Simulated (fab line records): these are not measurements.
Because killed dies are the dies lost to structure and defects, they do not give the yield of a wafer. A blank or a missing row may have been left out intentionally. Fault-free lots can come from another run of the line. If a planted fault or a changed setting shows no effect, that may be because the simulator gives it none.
fab line records | flow n5_finfet
record: lots: 24 wafers: 72 last_day: 18
route steps=1938 shown BEOL_M6@1215 BEOL_M7@1263
lots that met no fault: taken from a fault-free run of the same line
start_h: hours from the record's first day to the start of the lot's first wafer shown | wait_h: hours elapsed since this lot's preceding step | " identical to the entry in the row above | L1.1+2: one row covering several wafers at once | - no value, or no start given | * or withheld: withheld | < > ~ a bound
route shown NAME@n: names a module that has steps shown in the file, with the first one's number in the route | usual: mean and standard deviation over wafers with no fault | same: alike in all rows | chamber/n: place in a boat | sites: each site's reading | _std_site: how widely they spread, as a standard deviation | _edge_site: mean of outer sites minus mean of inner sites | radius_mm: how far each site lies from the wafer's centre | mask NAME#n: copy n | behind: the tool/chamber that last shaped the wafer | hold: why the lot went on hold/how many hours it stayed there/how the hold came to an end | device: names the non-switching transistor (n, p or np) | end of line: tests of these same wafers at the route's end | step lacking rows: just its recipe | killed: at the first sort, the dies lost to defects and structure; wafer yield is something else | map: a wafer's dies, marking killed ones x, the rest . and places with no die _
set.NAME: the run value of the setting; set.NAME@STEP: its run value at that earlier step | model.NAME: the simulator's own value behind a step, which no gauge read
a sample of lots followed through the steps of the route, with each step as a table and each wafer as a row
services: a tool's chamber out of use, with start hour (start_h, from the record's first day; less than 0 if before it), hours out, and reason
== steps ==
step: N5_BEOL_M6_HM_OPEN_17
recipe: chemistry: Cl2/BCl3 target_depth_a: 200 overetch_a: 60 target: TiN mask_material: SOC ion_energy_ev: 150 pressure_mtorr: 10 icp_w: 1000 bias_w: 126 Cl2_flow_sccm: 53.25 bcl3_flow_sccm: 21.75 Ar_flow_sccm: 25
usual: drypump_motor_current_A: 5.8/0.6 mfc_cl2_sccm: 53.27/0.17 oes_product_au: 0.69/0.063 throttle_valve_pct: 22.07/0.11
columns lot.wafer tool chamber start_h wait_h drypump_motor_current_A mfc_cl2_sccm oes_product_au rf_hours_counter_h throttle_valve_pct
L074.1 rie_metal-03 1 184.53 0.0 5.7 53.29 0.63 43 22.06
L074.4 " 0 " " 6.5 53.11 0.73 - 22.08
L074.6 " 1 " " 5.7 53.11 0.64 - 22.03
L075.3 rie_metal-02 0 189.36 0.1 5.3 53.38 0.54 - 22.27
L075.4 " 1 " " 6.1 53.05 0.61 - 22.29
L075.5 " 0 " " 5.3 53.24 0.53 - 22.28
L076.3 rie_metal-01 1 196.35 0.1 5.9 53.33 0.77 - 21.91
L076.4 " 0 " " 4.6 53.52 0.78 - 21.95
L076.6 " 0 " " 4.6 53.04 0.77 - 21.95
L077.3 rie_metal-03 0 204.45 0.1 6.4 53.20 0.73 - 22.07
L077.4 " 1 " " 5.7 53.25 0.64 - 22.05
L077.6 " 0 " " 6.4 52.97 0.73 - 22.09
L078.2 rie_metal-03 1 208.94 0.0 5.7 53.28 0.64 45 22.03
L078.4 " 1 " " 5.7 53.48 0.65 - 22.04
L078.6 " 1 " " 5.7 53.21 0.64 - 22.02
L079.1 rie_metal-03 1 216.29 0.0 5.7 53.37 0.65 46 22.04
L079.2 " 0 " " 6.4 53.20 0.72 18 22.08
L079.4 " 0 " " 6.5 53.15 0.73 - 22.09
L081.2 rie_metal-01 0 235.68 0.0 4.6 53.33 0.76 12 21.95
L081.4 " 1 " " 5.8 53.05 0.74 - 21.93
L081.6 " 1 " " 5.9 53.21 0.74 - 21.94
L080.1 rie_metal-03 0 254.11 0.0 6.5 53.24 0.72 20 22.07
L080.3 " 0 " " 6.4 53.36 0.72 - 22.07
L080.6 " 0 " " 6.5 53.10 0.72 - 22.09
L083.1 rie_metal-03 1 258.27 0.0 5.7 53.19 0.64 49 22.07
L083.4 " 1 " " 5.7 52.87 0.63 - 22.06
L083.5 " 0 " " 6.4 52.88 0.72 - 22.09
L082.1 rie_metal-03 0 268.40 0.0 6.5 53.18 0.71 22 22.08
L082.2 " 1 " " 5.7 53.31 0.63 49 22.05
L082.6 " 0 " " 6.5 53.26 0.70 - 22.11
L085.2 rie_metal-02 1 271.39 0.1 6.1 53.00 0.59 - 22.31
L085.4 " 1 " " 6.1 53.09 0.60 - 22.27
L085.5 " 1 " " 6.1 53.39 0.59 - 22.30
L086.1 rie_metal-03 0 279.69 0.0 6.5 53.40 0.71 23 22.11
L086.3 " 1 " " 5.7 53.21 0.63 - 22.05
L086.5 " 1 " " 5.7 53.55 0.63 - 22.05
L087.3 rie_metal-03 1 279.90 0.1 5.7 53.67 0.63 - 22.06
L087.4 " 0 " " 6.5 53.50 0.69 - 22.10
L087.6 " 0 " " 6.5 53.36 0.69 - 22.12
L084.3 rie_metal-01 0 282.92 0.1 4.6 53.29 0.74 - 21.97
L084.5 " 1 " " 5.9 53.15 0.73 - 21.94
L084.6 " 0 " " 4.6 53.49 0.74 - 21.99
L089.4 rie_metal-01 0 299.87 0.1 4.6 53.37 0.73 - 21.97
L089.5 " 1 " " 5.9 53.43 0.72 - 21.93
L089.6 " 0 " " 4.6 53.39 0.72 - 21.98
L088.2 rie_metal-01 1 303.66 0.0 5.9 53.33 0.72 18 21.95
L088.5 " 0 " " 4.6 52.95 0.74 - 21.96
L088.6 " 1 " " 5.8 53.43 0.72 - 21.96
L091.1 rie_metal-02 0 308.88 0.0 5.3 53.32 0.83 2 22.17
L091.2 " 1 " " 6.0 52.99 0.58 86 22.31
L091.3 " 0 " " 5.3 53.43 0.83 - 22.18
L094.1 rie_metal-03 0 313.68 0.0 6.5 53.20 0.69 24 22.12
L094.4 " 0 " " 6.4 53.18 0.70 - 22.11
L094.6 " 1 " " 5.7 53.11 0.62 - 22.04
L090.1 rie_metal-02 1 317.38 0.0 6.1 53.14 0.58 87 22.32
L090.3 " 0 " " 5.3 53.35 0.83 - 22.17
L090.5 " 0 " " 5.3 53.30 0.82 - 22.19
L093.2 rie_metal-01 1 326.76 0.0 5.9 53.35 0.70 20 21.96
L093.5 " 1 " " 5.8 53.50 0.71 - 21.95
L093.6 " 0 " " 4.6 53.42 0.73 - 21.99
L096.2 rie_metal-01 1 330.78 0.0 5.8 53.34 0.71 20 21.95
L096.4 " 0 " " 4.6 53.16 0.73 - 21.99
L096.6 " 0 " " 4.6 53.05 0.72 - 21.98
L092.3 rie_metal-03 1 334.30 0.1 5.7 53.27 0.62 - 22.07
L092.5 " 0 " " 6.4 53.27 0.70 - 22.11
L092.6 " 1 " " 5.7 53.18 0.61 - 22.06
L095.1 rie_metal-01 1 336.85 0.0 5.9 53.37 0.72 20 21.95
L095.3 " 0 " " 4.6 53.24 0.73 - 21.97
L095.4 " 1 " " 5.9 53.34 0.72 - 21.96
L097.1 rie_metal-03 0 343.15 0.0 6.4 53.02 0.68 26 22.13
L097.5 " 1 " " 5.7 53.62 0.62 - 22.07
L097.6 " 0 " " 6.4 53.47 0.69 - 22.10
step: N5_BEOL_M6_STRIP_19
recipe: chemistry: O2 power_w: 400 temp_c: 40 pressure_mtorr: 30 rf_frequency_hz: 6e+07 bias_power_w: 0 overash_fraction: 0.2 o2_flow_sccm: 225
usual: drypump_motor_current_A: 5.8/0.56 oes_product_au: 0.75/0.076 rf_vpp_V: 3.7/0.58 showerhead_plenum_p_Torr: 2.07/0.067 throttle_valve_pct: 16.75/0.28
columns lot.wafer tool chamber start_h wait_h drypump_motor_current_A oes_product_au rf_hours_counter_h rf_vpp_V showerhead_plenum_p_Torr throttle_valve_pct
L074.1 rie_diel-06 3 184.71 0.1 5.0 0.72 182 3.9 2.02 16.41
L074.4 " 1 " " 5.5 0.70 193 3.9 2.00 17.11
L074.6 " 2 " " 4.9 0.69 - 3.7 2.15 17.08
L075.3 rie_diel-06 1 189.45 0.1 5.5 0.69 194 3.6 2.00 17.12
L075.4 " 0 " " 5.8 0.69 220 3.3 1.97 16.91
L075.5 " 0 " " 5.8 0.68 - 4.4 1.97 16.91
L076.3 rie_diel-02 2 196.55 0.2 6.1 0.76 116 3.2 2.10 16.59
L076.4 " 1 " " 6.7 0.82 85 2.7 2.20 16.35
L076.6 " 0 " " 5.7 0.79 - 3.7 2.10 16.76
L077.3 rie_diel-02 3 204.53 0.1 5.7 0.71 211 3.7 2.10 16.98
L077.4 " 0 " " 5.7 0.78 155 2.9 2.09 16.75
L077.6 " 2 " " 6.1 0.77 - 4.4 2.10 16.66
L078.2 rie_diel-06 3 209.15 0.2 5.0 0.71 188 3.7 2.01 16.41
L078.4 " 2 " " 4.9 0.68 220 3.0 2.15 17.09
L078.6 " 1 " " 5.5 0.70 - 5.0 2.00 17.13
L079.1 rie_diel-05 3 216.41 0.1 5.5 0.84 61 3.6 2.04 16.53
L079.2 " 2 " " 6.3 0.71 209 4.4 2.08 17.00
L079.4 " 1 " " 6.7 0.75 126 3.9 2.11 16.39
L081.2 rie_diel-02 1 235.79 0.1 6.7 0.81 99 3.7 2.20 16.36
L081.4 " 2 " " 6.1 0.77 130 3.1 2.10 16.66
L081.6 " 0 " " 5.7 0.77 - 2.5 2.09 16.78
L080.1 rie_diel-06 1 254.22 0.1 5.5 0.68 213 3.4 1.99 17.16
L080.3 " 0 " " 5.8 0.67 239 3.0 1.96 16.96
L080.6 " 3 " " 5.0 0.71 - 3.5 2.01 16.45
L083.1 rie_diel-05 2 258.45 0.2 6.3 0.69 221 3.3 2.07 17.02
L083.4 " 1 " " 6.7 0.75 141 4.1 2.11 16.42
L083.5 " 3 " " 5.4 0.82 - 4.1 2.04 16.57
L082.1 rie_diel-06 1 268.51 0.1 5.5 0.69 219 3.4 1.99 17.16
L082.2 " 2 " " 4.9 0.67 239 3.0 2.14 17.12
L082.6 " 1 " " 5.5 0.68 - 3.5 1.99 17.15
L085.2 rie_diel-05 2 271.56 0.1 6.3 0.70 224 3.7 2.07 17.04
L085.4 " 3 " " 5.5 0.82 76 4.2 2.04 16.56
L085.5 " 3 " " 5.4 0.82 - 3.9 2.04 16.56
L086.1 rie_diel-05 1 279.81 0.1 6.7 0.74 147 2.8 2.10 16.41
L086.3 " 3 " " 5.4 0.82 79 3.0 2.04 16.57
L086.5 " 0 " " 6.5 0.78 - 4.3 2.09 16.61
L087.3 rie_diel-06 2 279.98 0.1 4.9 0.66 243 3.8 2.14 17.15
L087.4 " 0 " " 5.7 0.66 247 3.2 1.96 16.96
L087.6 " 3 " " 5.0 0.70 - 3.3 2.01 16.44
L084.3 rie_diel-06 0 283.00 0.1 5.8 0.67 248 4.2 1.96 16.94
L084.5 " 2 " " 4.9 0.67 - 3.3 2.14 17.14
L084.6 " 3 " " 5.0 0.71 - 4.2 2.01 16.46
L089.4 rie_diel-05 2 299.95 0.1 6.2 0.68 235 3.5 2.07 17.05
L089.5 " 3 " " 5.5 0.80 - 3.7 2.03 16.57
L089.6 " 2 " " 6.3 0.69 - 4.2 2.07 17.05
L088.2 rie_diel-05 0 303.77 0.1 6.4 0.79 137 3.6 2.08 16.61
L088.5 " 2 " " 6.3 0.69 - 3.6 2.07 17.04
L088.6 " 3 " " 5.5 0.81 - 3.4 2.03 16.56
L091.1 rie_diel-06 0 308.99 0.1 5.8 0.95 2 5.2 2.22 16.53
L091.2 " 1 " " 5.5 0.67 233 4.4 1.99 17.17
L091.3 " 3 " " 5.0 0.69 220 3.4 2.00 16.49
L094.1 rie_diel-02 2 313.92 0.2 6.1 0.74 158 4.9 2.09 16.72
L094.4 " 1 " " 6.7 0.78 126 3.9 2.19 16.43
L094.6 " 2 " " 6.1 0.74 - 4.0 2.09 16.72
L090.1 rie_diel-06 0 317.51 0.1 5.8 0.95 6 3.6 2.22 16.54
L090.3 " 1 " " 5.5 0.67 236 3.4 1.99 17.19
L090.5 " 3 " " 5.0 0.70 - 2.7 2.00 16.48
L093.2 rie_diel-05 0 326.87 0.1 6.4 0.77 146 3.3 2.08 16.64
L093.5 " 2 " " 6.3 0.68 - 4.0 2.07 17.07
L093.6 " 3 " " 5.4 0.80 - 4.6 2.03 16.58
L096.2 rie_diel-05 0 330.89 0.1 6.4 0.77 147 3.0 2.08 16.68
L096.4 " 3 " " 5.5 0.80 97 4.4 2.03 16.60
L096.6 " 3 " " 5.5 0.79 - 4.2 2.03 16.61
L092.3 rie_diel-06 3 334.42 0.1 5.0 0.69 229 3.9 2.00 16.49
L092.5 " 1 " " 5.5 0.66 - 5.1 1.98 17.19
L092.6 " 3 " " 5.1 0.69 - 2.5 2.00 16.51
L095.1 rie_diel-02 1 337.01 0.1 6.7 0.78 136 3.1 2.18 16.44
L095.3 " 2 " " 6.1 0.73 168 3.2 2.08 16.72
L095.4 " 0 " " 5.7 0.73 199 4.0 2.08 16.85
L097.1 rie_diel-02 0 343.34 0.2 5.7 0.75 202 4.3 2.08 16.84
L097.5 " 0 " " 5.7 0.73 - 4.1 2.08 16.84
L097.6 " 3 " " 5.7 0.97 - 4.5 2.08 16.55
step: N5_BEOL_M6_CD_MEAS_18
recipe: pitch_nm: 80 target_cd_nm: 40
usual: cd_nm: 40.0/0.68
columns lot.wafer tool chamber start_h wait_h cd_nm
L074.1 cd_sem-03 - 184.78 0.0 39.9
L074.4 " - " " 40.3
L074.6 " - " " 40.5
L075.3 cd_sem-02 - 189.52 0.1 40.8
L075.4 " - " " 41.2
L075.5 " - " " 40.9
L076.3 cd_sem-01 - 196.62 0.1 39.9
L076.4 " - " " 39.8
L076.6 " - " " 40.2
L077.3 cd_sem-01 - 204.60 0.1 41.0
L077.4 " - " " 40.3
L077.6 " - " " 40.0
L078.2 cd_sem-03 - 209.23 0.1 40.1
L078.4 " - " " 40.4
L078.6 " - " " 39.9
L079.1 cd_sem-01 - 216.49 0.1 39.9
L079.2 " - " " 39.1
L079.4 " - " " 39.8
L081.2 cd_sem-03 - 235.86 0.1 39.7
L081.4 " - " " 39.7
L081.6 " - " " 38.9
L080.1 cd_sem-01 - 254.29 0.0 39.9
L080.3 " - " " 38.6
L080.6 " - " " 38.9
L083.1 cd_sem-01 - 258.52 0.0 39.6
L083.4 " - " " 39.6
L083.5 " - " " 38.4
L082.1 cd_sem-02 - 268.58 0.0 39.8
L082.2 " - " " 39.0
L082.6 " - " " 40.1
L085.2 cd_sem-02 - 271.63 0.1 40.4
L085.4 " - " " 41.3
L085.5 " - " " 40.4
L086.1 cd_sem-01 - 279.87 0.0 40.6
L086.3 " - " " 40.6
L086.5 " - " " 40.0
L087.3 cd_sem-01 - 280.05 0.1 41.1
L087.4 " - " " 40.1
L087.6 " - " " 40.5
L084.3 cd_sem-03 - 283.07 0.1 38.9
L084.5 " - " " 39.7
L084.6 " - " " 40.4
L089.4 cd_sem-03 - 300.03 0.1 39.9
L089.5 " - " " 39.8
L089.6 " - " " 39.9
L088.2 cd_sem-02 - 303.84 0.1 40.8
L088.5 " - " " 40.4
L088.6 " - " " 40.0
L091.1 cd_sem-03 - 309.06 0.0 40.0
L091.2 " - " " 39.1
L091.3 " - " " 39.7
L094.1 cd_sem-02 - 313.99 0.0 40.9
L094.4 " - " " 40.3
L094.6 " - " " 39.6
L090.1 cd_sem-01 - 317.58 0.0 40.3
L090.3 " - " " 41.0
L090.5 " - " " 40.9
L093.2 cd_sem-03 - 326.94 0.1 38.4
L093.5 " - " " 39.4
L093.6 " - " " 39.2
L096.2 cd_sem-02 - 330.96 0.1 39.6
L096.4 " - " " 40.8
L096.6 " - " " 40.1
L092.3 cd_sem-02 - 334.49 0.1 40.3
L092.5 " - " " 40.4
L092.6 " - " " 40.4
L095.1 cd_sem-03 - 337.08 0.0 40.0
L095.3 " - " " 40.0
L095.4 " - " " 40.8
L097.1 cd_sem-01 - 343.41 0.0 39.6
L097.5 " - " " 39.0
L097.6 " - " " 39.2
step: N5_BEOL_M6_ETCH_66
recipe: chemistry: N2/H2 target: SOC target_depth_a: 800 overetch_a: 160 mask_material: SiARC temp_c: 40 time_s: 120 ion_energy_ev: 200 pressure_mtorr: 30 source_w: 840 bias_w: 150 n2_flow_sccm: 200 h2_flow_sccm: 200
usual: drypump_motor_current_A: 5.8/0.57 oes_product_au: 0.58/0.054 rf_vpp_V: 523.3/2.5 showerhead_plenum_p_Torr: 2.52/0.085 throttle_valve_pct: 17.9/0.3
columns lot.wafer tool chamber start_h wait_h drypump_motor_current_A oes_product_au rf_hours_counter_h rf_vpp_V showerhead_plenum_p_Torr throttle_valve_pct
L074.1 rie_diel-02 2 185.79 0.0 6.1 0.59 113 523.4 2.57 17.8
L074.4 " 1 " " 6.7 0.62 82 526.5 2.67 17.3
L074.6 " 0 " " 5.7 0.60 - 524.2 2.53 17.7
L075.3 rie_diel-05 0 190.42 0.0 6.4 0.62 100 524.2 2.56 17.7
L075.4 " 2 " " 6.3 0.55 201 523.9 2.53 18.3
L075.5 " 3 " " 5.4 0.66 - 522.3 2.48 17.7
L076.3 rie_diel-05 2 197.13 0.0 6.3 0.55 203 524.7 2.53 18.3
L076.4 " 1 " " 6.7 0.59 120 523.0 2.55 17.4
L076.6 " 0 " " 6.4 0.63 - 525.1 2.56 17.7
L077.3 rie_diel-02 0 205.24 0.0 5.7 0.59 156 525.3 2.53 17.8
L077.4 " 1 " " 6.7 0.62 88 527.6 2.67 17.3
L077.6 " 3 " " 5.7 0.54 - 522.9 2.50 17.9
L078.2 rie_diel-06 0 214.58 0.0 5.8 0.53 227 520.5 2.40 18.1
L078.4 " 1 " " 5.5 0.54 201 519.9 2.41 18.3
L078.6 " 3 " " 5.0 0.55 - 519.1 2.43 17.5
L079.1 rie_diel-02 1 219.32 0.0 6.7 0.61 92 526.6 2.67 17.3
L079.2 " 0 " " 5.7 0.59 161 524.2 2.53 17.8
L079.4 " 2 " " 6.1 0.59 124 524.5 2.56 17.9
L081.2 rie_diel-06 3 238.15 0.0 5.0 0.55 196 520.1 2.43 17.5
L081.4 " 2 " " 4.9 0.52 229 525.8 2.61 18.3
L081.6 " 2 " " 4.9 0.52 - 525.4 2.61 18.3
L080.1 rie_diel-02 1 255.19 0.0 6.7 0.61 106 526.1 2.66 17.4
L080.3 " 2 " " 6.1 0.58 137 524.8 2.56 17.9
L080.6 " 1 " " 6.7 0.60 - 526.7 2.66 17.4
L083.1 rie_diel-05 1 259.55 0.0 6.6 0.58 142 523.0 2.54 17.5
L083.4 " 0 " " 6.4 0.60 124 524.5 2.55 17.8
L083.5 " 2 " " 6.3 0.54 - 524.4 2.52 18.3
L082.1 rie_diel-02 0 270.04 0.0 5.7 0.58 180 523.5 2.52 17.8
L082.2 " 2 " " 6.1 0.58 143 523.2 2.55 17.9
L082.6 " 1 " " 6.7 0.61 - 527.4 2.66 17.4
L085.2 rie_diel-06 1 273.47 0.0 5.5 0.53 221 520.5 2.41 18.3
L085.4 " 0 " " 5.8 0.52 245 519.0 2.39 18.1
L085.5 " 0 " " 5.8 0.53 - 520.2 2.39 18.1
L086.1 rie_diel-06 3 281.60 0.0 5.0 0.54 209 520.3 2.43 17.5
L086.3 " 0 " " 5.8 0.52 248 520.7 2.39 18.2
L086.5 " 3 " " 5.0 0.54 - 518.9 2.43 17.5
L087.3 rie_diel-02 0 281.64 0.0 5.7 0.58 183 523.6 2.52 17.8
L087.4 " 3 " " 5.7 0.53 238 524.2 2.49 17.9
L087.6 " 3 " " 5.7 0.53 - 523.4 2.49 17.9
L084.3 rie_diel-06 1 283.58 0.0 5.5 0.52 224 519.4 2.41 18.3
L084.5 " 1 " " 5.4 0.52 - 519.7 2.41 18.3
L084.6 " 2 " " 4.9 0.52 - 525.7 2.61 18.3
L089.4 rie_diel-05 2 302.12 0.0 6.3 0.53 235 523.5 2.52 18.4
L089.5 " 1 " " 6.7 0.57 - 524.0 2.53 17.5
L089.6 " 2 " " 6.3 0.53 - 522.2 2.52 18.4
L088.2 rie_diel-02 1 304.55 0.0 6.7 0.59 124 527.5 2.65 17.4
L088.5 " 1 " " 6.7 0.60 - 527.9 2.65 17.4
L088.6 " 3 " " 5.7 0.53 - 523.2 2.48 17.9
L091.1 rie_diel-06 0 312.51 0.0 5.8 0.72 3 528.6 2.71 17.8
L091.2 " 1 " " 5.5 0.52 234 520.0 2.40 18.3
L091.3 " 3 " " 5.0 0.53 221 519.9 2.42 17.5
L094.1 rie_diel-05 2 315.96 0.0 6.3 0.53 240 525.0 2.52 18.4
L094.4 " 1 " " 6.7 0.57 159 523.5 2.53 17.5
L094.6 " 0 " " 6.5 0.59 - 523.4 2.55 17.8
L090.1 rie_diel-06 3 319.03 0.0 5.0 0.53 224 520.1 2.42 17.6
L090.3 " 0 " " 5.8 0.71 7 527.1 2.71 17.8
L090.5 " 1 " " 5.5 0.52 - 519.9 2.40 18.4
L093.2 rie_diel-02 2 329.66 0.0 6.1 0.57 164 522.6 2.54 17.9
L093.5 " 0 " " 5.7 0.57 - 522.8 2.51 17.8
L093.6 " 1 " " 6.7 0.59 - 527.7 2.65 17.4
L096.2 rie_diel-05 2 333.56 0.0 6.3 0.53 246 522.4 2.51 18.4
L096.4 " 1 " " 6.7 0.56 165 524.5 2.53 17.5
L096.6 " 0 " " 6.4 0.59 - 524.9 2.54 17.8
L092.3 rie_diel-06 2 335.12 0.0 4.9 0.76 0 526.4 2.60 17.8
L092.5 " 2 " " 4.9 0.75 - 526.3 2.60 17.8
L092.6 " 1 " " 5.5 0.51 - 519.4 2.40 18.4
L095.1 rie_diel-06 0 339.40 0.0 5.8 0.69 12 527.5 2.70 17.8
L095.3 " 2 " " 4.9 0.75 2 525.8 2.60 17.8
L095.4 " 1 " " 5.5 0.51 243 519.3 2.40 18.3
L097.1 rie_diel-05 3 346.25 0.0 5.5 0.61 103 521.6 2.46 17.8
L097.5 " 0 " " 6.4 0.58 - 524.3 2.54 17.8
L097.6 " 1 " " 6.7 0.56 - 525.4 2.53 17.5
step: N5_BEOL_M6_RS_MEAS_57
recipe: thk_meas_gauge: four-point-probe reads: Cu_of_BEOL_M6_ECD_50+Co_of_BEOL_M6_CVD_78+TaN_of_BEOL_M6_ALD_77
usual: M6_RS: 0.290/0.0087
columns lot.wafer tool chamber start_h wait_h M6_RS[ohm/sq]
L074.1 film_metro-01 - 189.72 0.1 0.288
L074.4 " - " " 0.277
L074.6 " - " " 0.282
L075.3 film_metro-01 - 195.18 0.1 0.270
L075.4 " - " " 0.298
L075.5 " - " " 0.290
L076.3 film_metro-01 - 202.69 0.1 0.291
L076.4 " - " " 0.287
L076.6 " - " " 0.272
L077.3 film_metro-02 - 209.31 0.1 0.283
L077.4 " - " " 0.278
L077.6 " - " " 0.284
L078.2 film_metro-02 - 217.48 0.3 0.291
L078.4 " - " " 0.289
L078.6 " - " " 0.292
L079.1 film_metro-02 - 223.30 0.1 0.289
L079.2 " - " " 0.278
L079.4 " - " " 0.293
L081.2 film_metro-02 - 242.57 0.1 0.295
L081.4 " - " " 0.304
L081.6 " - " " 0.300
L080.1 film_metro-02 - 258.53 0.1 0.273
L080.3 " - " " 0.283
L080.6 " - " " 0.280
L083.1 film_metro-01 - 262.07 0.1 0.306
L083.4 " - " " 0.284
L083.5 " - " " 0.301
L082.1 film_metro-01 - 274.30 0.1 0.286
L082.2 " - " " 0.293
L082.6 " - " " 0.294
L085.2 film_metro-02 - 276.86 0.1 0.294
L085.4 " - " " 0.293
L085.5 " - " " 0.293
L086.1 film_metro-01 - 284.10 0.1 0.285
L086.3 " - " " 0.292
L086.5 " - " " 0.296
L087.3 film_metro-01 - 285.08 0.1 0.284
L087.4 " - " " 0.294
L087.6 " - " " 0.292
L084.3 film_metro-02 - 287.86 0.1 0.291
L084.5 " - " " 0.290
L084.6 " - " " 0.302
L089.4 film_metro-01 - 305.77 0.0 0.289
L089.5 " - " " 0.292
L089.6 " - " " 0.294
L088.2 film_metro-01 - 308.74 0.1 0.288
L088.5 " - " " 0.290
L088.6 " - " " 0.288
L091.1 film_metro-01 - 315.18 0.1 0.289
L091.2 " - " " 0.297
L091.3 " - " " 0.293
L094.1 film_metro-02 - 319.07 0.1 0.293
L094.4 " - " " 0.289
L094.6 " - " " 0.275
L090.1 film_metro-02 - 323.69 0.1 0.289
L090.3 " - " " 0.276
L090.5 " - " " 0.297
L093.2 film_metro-02 - 334.38 0.1 0.286
L093.5 " - " " 0.290
L093.6 " - " " 0.282
L096.2 film_metro-02 - 336.41 0.1 0.301
L096.4 " - " " 0.295
L096.6 " - " " 0.272
L092.3 film_metro-01 - 338.30 0.1 0.303
L092.5 " - " " 0.295
L092.6 " - " " 0.291
L095.1 film_metro-02 - 342.07 0.1 0.277
L095.3 " - " " 0.284
L095.4 " - " " 0.296
L097.1 film_metro-01 - 349.35 0.1 0.297
L097.5 " - " " 0.276
L097.6 " - " " 0.299
step: N5_BEOL_M7_ILD_DEP_00
recipe: material: SiCOH_lowk target_thk_a: 1797.5 temp_c: 300 precursor: DEMS/porogen pressure_torr: 5 rf_w: 500 time_s: 33.4
usual: heater_power_w: 315/65 showerhead_plenum_p_Torr: 5.741/0.018 throttle_valve_pct: 13.7/0.53
columns lot.wafer tool chamber start_h wait_h heater_power_w showerhead_plenum_p_Torr throttle_valve_pct
L074.1 pecvd-02 1 189.78 0.0 368 5.761 13.9
L074.4 " 2 " " 286 5.730 13.6
L074.6 " 0 " " 254 5.735 12.9
L075.3 pecvd-04 1 195.24 0.0 242 5.746 12.8
L075.4 " 0 " " 207 5.761 14.1
L075.5 " 1 " " 243 5.750 12.8
L076.3 pecvd-03 1 202.75 0.0 327 5.734 14.4
L076.4 " 0 " " 373 5.754 13.8
L076.6 " 1 " " 335 5.749 14.7
L077.3 pecvd-03 0 209.37 0.0 388 5.764 13.8
L077.4 " 0 " " 397 5.746 13.4
L077.6 " 2 " " 323 5.704 13.6
L078.2 pecvd-03 0 217.54 0.0 335 5.780 13.9
L078.4 " 0 " " 347 5.762 13.8
L078.6 " 2 " " 338 5.723 13.3
L079.1 pecvd-03 2 223.36 0.0 279 5.701 13.4
L079.2 " 1 " " 386 5.763 14.5
L079.4 " 1 " " 295 5.754 14.6
L081.2 pecvd-04 2 242.64 0.0 322 5.735 13.5
L081.4 " 0 " " 234 5.760 14.2
L081.6 " 1 " " 243 5.740 13.1
L080.1 pecvd-02 2 258.59 0.0 321 5.725 14.0
L080.3 " 1 " " 440 5.736 14.0
L080.6 " 1 " " 448 5.760 13.8
L083.1 pecvd-02 0 262.13 0.0 271 5.738 13.1
L083.4 " 0 " " 277 5.740 12.8
L083.5 " 1 " " 437 5.745 13.8
L082.1 pecvd-04 1 274.36 0.0 240 5.752 13.0
L082.2 " 2 " " 314 5.728 13.3
L082.6 " 0 " " 182 5.745 13.8
L085.2 pecvd-02 0 276.92 0.0 241 5.727 12.9
L085.4 " 0 " " 241 5.741 13.1
L085.5 " 1 " " 401 5.752 14.1
L086.1 pecvd-04 1 284.16 0.0 241 5.741 13.1
L086.3 " 2 " " 323 5.735 13.5
L086.5 " 1 " " 244 5.744 12.9
L087.3 pecvd-02 1 285.15 0.0 398 5.749 14.0
L087.4 " 0 " " 269 5.729 12.9
L087.6 " 1 " " 410 5.757 14.1
L084.3 pecvd-04 1 287.92 0.0 244 5.777 13.2
L084.5 " 1 " " 255 5.759 12.8
L084.6 " 0 " " 193 5.772 14.4
L089.4 pecvd-03 2 305.85 0.1 326 5.706 13.6
L089.5 " 1 " " 337 5.743 14.7
L089.6 " 0 " " 343 5.774 13.6
L088.2 pecvd-02 1 308.80 0.0 402 5.761 13.9
L088.5 " 0 " " 255 5.724 12.7
L088.6 " 1 " " 404 5.748 14.2
L091.1 pecvd-02 1 315.24 0.0 423 5.744 14.1
L091.2 " 2 " " 336 5.728 14.0
L091.3 " 0 " " 261 5.745 13.0
L094.1 pecvd-03 0 319.13 0.0 348 5.778 13.8
L094.4 " 1 " " 369 5.760 14.6
L094.6 " 2 " " 287 5.712 13.7
L090.1 pecvd-02 0 323.76 0.0 246 5.724 13.2
L090.3 " 1 " " 389 5.758 13.8
L090.5 " 1 " " 388 5.745 13.9
L093.2 pecvd-02 0 334.44 0.0 257 5.729 12.9
L093.5 " 2 " " 281 5.735 14.0
L093.6 " 1 " " 445 5.746 13.9
L096.2 pecvd-04 0 336.47 0.0 213 5.753 14.3
L096.4 " 2 " " 305 5.735 13.4
L096.6 " 1 " " 236 5.748 13.1
L092.3 pecvd-04 2 338.36 0.0 307 5.739 13.3
L092.5 " 1 " " 287 5.744 13.2
L092.6 " 2 " " 321 5.717 13.6
L095.1 pecvd-03 0 342.13 0.0 392 5.765 13.8
L095.3 " 2 " " 332 5.719 13.4
L095.4 " 1 " " 369 5.752 14.9
L097.1 pecvd-02 1 349.41 0.0 433 5.762 13.9
L097.5 " 1 " " 448 5.748 14.0
L097.6 " 2 " " 350 5.739 14.2
== services ==
columns tool chamber start_h hours kind
rie_diel-05 0 161.45 14.5 repair
pecvd-04 - 172.67 5.6 repair
rie_diel-05 2 176.47 4.3 repair
rie_metal-02 - 192.83 2.7 repair
rie_metal-02 - 206.77 2.8 pm
rie_diel-02 - 212.23 1.0 repair
pecvd-03 0 222.15 4.3 repair
rie_diel-06 - 227.77 0.4 repair
rie_diel-05 3 229.94 6.9 repair
rie_metal-02 0 232.25 1.0 repair
rie_diel-05 2 235.44 7.4 repair
rie_metal-02 0 244.69 22.3 repair
rie_metal-02 - 246.99 1.4 pm
pecvd-03 - 250.63 0.8 pm
rie_diel-05 - 260.09 1.4 repair
pecvd-04 0 281.77 3.5 repair
pecvd-02 - 282.92 1.1 repair
rie_metal-02 0 284.74 9.4 repair
rie_metal-03 - 290.84 14.6 pm
rie_diel-02 0 294.09 10.7 repair
pecvd-04 - 299.57 1.2 repair
rie_diel-06 1 306.01 2.9 repair
rie_metal-01 - 340.44 28.1 pm
pecvd-03 - 346.25 0.7 repair
== key ==
fault none
